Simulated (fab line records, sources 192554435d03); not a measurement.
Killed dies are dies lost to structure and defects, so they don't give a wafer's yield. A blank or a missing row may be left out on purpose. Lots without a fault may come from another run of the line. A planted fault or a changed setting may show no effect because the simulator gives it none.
A struck lot beside a sound one | flow n5_finfet | 19 steps out of a route of 1938
Sound: wafers L437.2, L437.4, L437.5. Struck: wafers L436.1, L436.3, L436.4. The cause comes at the end.
At each step with rows: each side's tool, then ch and its chambers, then its first start. Under that, the readings that differ: sound wafers | struck wafers | difference of the means | sigmas: that difference in standard deviations of wafers without a fault.
alike: readings whose means differ by less than 2 such deviations, and words and numbers that are the same on both sides. not compared: withheld readings, readings that some wafer has no value for, bounds like >300 that may hide the same value, and numbers for which the record gives no deviation and whose values overlap.
The two part at a step that has a row with sigmas, a row that says differs or no value, or rows on one side only. Numbers that don't overlap but have no deviation are shown without sigmas and don't part them. A reading that every wafer of one side lacks parts them only if that side has two wafers or more.

first, 7 steps without rows for these wafers: N5_BEOL_M11_COAT_60 (time 60 s, resist thk 30 nm); N5_BEOL_M11_COAT_05 (resist thk 90 nm); N5_BEOL_M11_EBR_07; N5_BEOL_M11_SOFTBAKE_06 (time 60 s); N5_BEOL_M11_EXPOSE_08 (exposes mask M11); N5_BEOL_M11_PEB_09 (peb time 60 s); N5_BEOL_M11_DEVELOP_10 (develop time 30 s).
N5_BEOL_M11_CD_MEAS_11: target cd 64.1 nm.
  sound on cd_sem-01 ch 0, day 10 18:58; struck on cd_sem-01 ch 0, day 10 22:13
  alike: cd_nm
N5_BEOL_M11_OVL_MEAS_12:
  sound on overlay-02 ch 0, day 10 18:59; struck on overlay-01 ch 0, day 10 22:14
  alike: M11_OVL
N5_BEOL_M11_INSPECT_13: inspects for defects (brightfield).
  sound on defect_inspect-02, day 10 19:01; struck on defect_inspect-01, day 10 22:16
  alike: raw_defect_count
N5_BEOL_M11_DESCUM_16: chemistry O2, time 7.9 s.
  sound on rie_diel-06 ch 0,1,3, day 10 19:14; struck on rie_diel-02 ch 0,2,3, day 10 22:29
  alike: drypump_motor_current_A, o2_flow_sccm, oes_product_au, rf_vpp_V, showerhead_plenum_p_Torr, throttle_valve_pct
  not compared: rf_hours_counter_h
N5_BEOL_M11_ETCH_61: etches SiARC in CF4, target depth 39 nm, time 65 s.
  sound on rie_diel-06 ch 0,1,3, day 10 19:16; struck on rie_diel-02 ch 0,2,3, day 10 22:32
  alike: bias_w, cf4_flow_sccm, drypump_motor_current_A, etch_rf_on_time_s, oes_product_au, rf_vpp_V, showerhead_plenum_p_Torr, throttle_valve_pct
  not compared: rf_hours_counter_h
N5_BEOL_M11_ETCH_62: etches SOC in N2/H2, target depth 110 nm, overetch 22 nm, time 165 s.
  sound on rie_diel-06 ch 0,1,3, day 10 19:19; struck on rie_diel-02 ch 0,2,3, day 10 22:35
  no value came back on the struck wafers for any of 9 readings (bias_w (W), chamber_pressure_mTorr (mTorr) and others); on the sound wafers bias_w (W) reads 150.5 150.2 150.3
  reading                                       | sound          | struck     | difference | sigmas
  model.CAR-ArF_of_BEOL_M11_COAT_05.thk_nm (nm) | 0 0 0          | 56.4 56 56 | +56.1      |
  model.SiARC_of_BEOL_M11_COAT_60.thk_nm (nm)   | 23.6 23.6 23.8 | 30 29.8 30 | +6         |
  not compared: rf_hours_counter_h
then, 1 step without rows for these wafers: N5_BEOL_M11_STRIP_68 (strips in N2/H2).
N5_BEOL_M11_STRIP_67: strips in CF4.
  sound on rie_diel-06 ch 0,1,3, day 10 19:28; struck on rie_diel-02 ch 0,2,3, day 10 22:44
  alike: drypump_motor_current_A, oes_product_au, rf_vpp_V, showerhead_plenum_p_Torr, throttle_valve_pct
  not compared: rf_hours_counter_h
N5_BEOL_M11_HM_OPEN_17: chemistry Cl2/BCl3, target TiN, target depth 20 nm, overetch 6 nm.
  sound on rie_metal-03 ch 1, day 10 19:32; struck on rie_metal-01 ch 0,1, day 10 22:46
  reading                | sound             | struck            | difference | sigmas
  oes_product_au (a.u.)  | 0.56 0.56 0.56    | 0.31 0.30 0.24    | -0.28      | -3
  throttle_valve_pct (%) | 22.20 22.20 22.21 | 22.85 22.87 22.89 | +0.67      | +7
  alike: drypump_motor_current_A, mfc_cl2_sccm
  not compared: rf_hours_counter_h
N5_BEOL_M11_STRIP_19: strips in O2.
  sound on rie_diel-05 ch 1,2,3, day 10 19:43; struck on rie_diel-02 ch 1,2,3, day 10 22:59
  alike: drypump_motor_current_A, o2_flow_sccm, oes_product_au, rf_vpp_V, showerhead_plenum_p_Torr, throttle_valve_pct
  not compared: rf_hours_counter_h
N5_BEOL_M11_CD_MEAS_18: pitch 140 nm, target cd 70 nm.
  sound on cd_sem-01, day 10 19:47; struck on cd_sem-01, day 10 23:04
  reading    | sound          | struck | difference                    | sigmas
  cd_nm (nm) | 69.6 70.4 69.6 | - - -  | no value on the struck wafers |
then, 1 step without rows for these wafers: N5_BEOL_M11_COAT_63 (time 60 s, resist thk 100 nm).

WHERE THEY PART
First at N5_BEOL_M11_ETCH_62; last, within this record, at N5_BEOL_M11_CD_MEAS_18.

WHY: what the simulator had put in
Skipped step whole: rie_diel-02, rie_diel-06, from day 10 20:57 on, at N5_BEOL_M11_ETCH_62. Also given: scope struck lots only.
